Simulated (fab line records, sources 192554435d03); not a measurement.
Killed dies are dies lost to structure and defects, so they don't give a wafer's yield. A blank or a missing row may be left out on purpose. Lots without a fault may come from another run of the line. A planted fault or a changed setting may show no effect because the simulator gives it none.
One fault seen from 3 desks | flow n5_finfet | each desk has only its own numbers; what lay behind them comes last

THE METROLOGY DESK
What the gauges read, lot by lot, whatever tool the lot ran on: means of the sampled wafers that have a number. A lot is out of limits, marked OUT, if its mean lies more than 4 standard deviations from the usual mean; the brackets give that distance.
Columns: A = cd_nm at N5_BEOL_M10_CD_MEAS_11, usual 64.0 nm
lot  | first seen here | A
L452 | day 10 19:01    | 63.1
L453 | day 10 22:01    | 64.2
L454 | day 11 13:32    | 64.2
L455 | day 11 13:43    | 63.8
L459 | day 12 02:51    | 63.2
L460 | day 12 13:38    | 63.9
L458 | day 12 17:00    | 63.9
L457 | day 12 17:19    | 64.8
L464 | day 13 08:25    | 62.6
L467 | day 14 13:46    | 64.4
L473 | day 16 06:25    | 64.2
L475 | day 16 08:29    | 63.5
This desk's finding: nothing out of limits on any of the 12 lots.

THE DEFECT DESK
What the inspections along the route counted, lot by lot: means of the sampled wafers that have a number. A lot is out of limits, marked OUT, if its mean lies more than 4 standard deviations from the usual mean; the brackets give that distance.
Columns: A = raw_defect_count at N5_BEOL_M9_INSPECT_58, usual 65
lot  | first seen here | A
L452 | day 10 17:21    | 47
L453 | day 10 18:24    | 82
L454 | day 11 11:43    | 57
L455 | day 11 12:10    | 43
L459 | day 11 23:00    | 72
L460 | day 12 11:29    | 70
L458 | day 12 15:26    | 64
L457 | day 12 15:35    | 51
L464 | day 13 06:02    | 102
L467 | day 14 11:12    | 47
L473 | day 16 05:12    | 69
L475 | day 16 07:24    | 60
This desk's finding: nothing out of limits on any of the 12 lots.

THE TOOL OWNER'S DESK: litho_track-01
The tool's own readings at N5_BEOL_M10_COAT_60 (time 60 s, resist thk 30 nm): means of the sampled wafers that have a number, for each lot that ran on this tool. A lot is out of limits, marked OUT, if its mean lies more than 4 standard deviations from the usual mean; the brackets give that distance.
Columns: A = spin_speed_rpm at N5_BEOL_M10_COAT_60, usual 1500.2 rpm
lot  | first seen here | A
L452 | day 10 18:39    | 1499.9
L459 | day 12 02:29    | 1500.5
L460 | day 12 13:16    | 1500.1
L458 | day 12 16:46    | 1500.0
L464 | day 13 08:02    | 1424.2 (-78) OUT
L467 | day 14 13:32    | 1424.9 (-77) OUT
This desk's finding: out of limits on L464, L467; first on L464, day 13 08:02 (spin_speed_rpm at N5_BEOL_M10_COAT_60). In limits: L452, L459, L460, L458.

PUT TOGETHER
The tool owner's desk could have raised an alarm at day 13 08:02, on L464, L467.
The metrology desk saw nothing out of limits.
The defect desk saw nothing out of limits.
The metrology desk has L464, L467 on record, within its limits.
The defect desk has L464, L467 on record, within its limits.
Of the lots named, all ran N5_BEOL_M10_COAT_60 on litho_track-01.

WHAT THE SIMULATOR HAD PUT IN
Process parameter drift: litho_track-01, from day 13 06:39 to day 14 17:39, at N5_BEOL_M10_COAT_60. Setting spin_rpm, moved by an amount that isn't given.
Lots struck among those shown: L464, L467.
Hours from the fault's start to each desk's first reading out of limits: the tool owner's desk, 1.
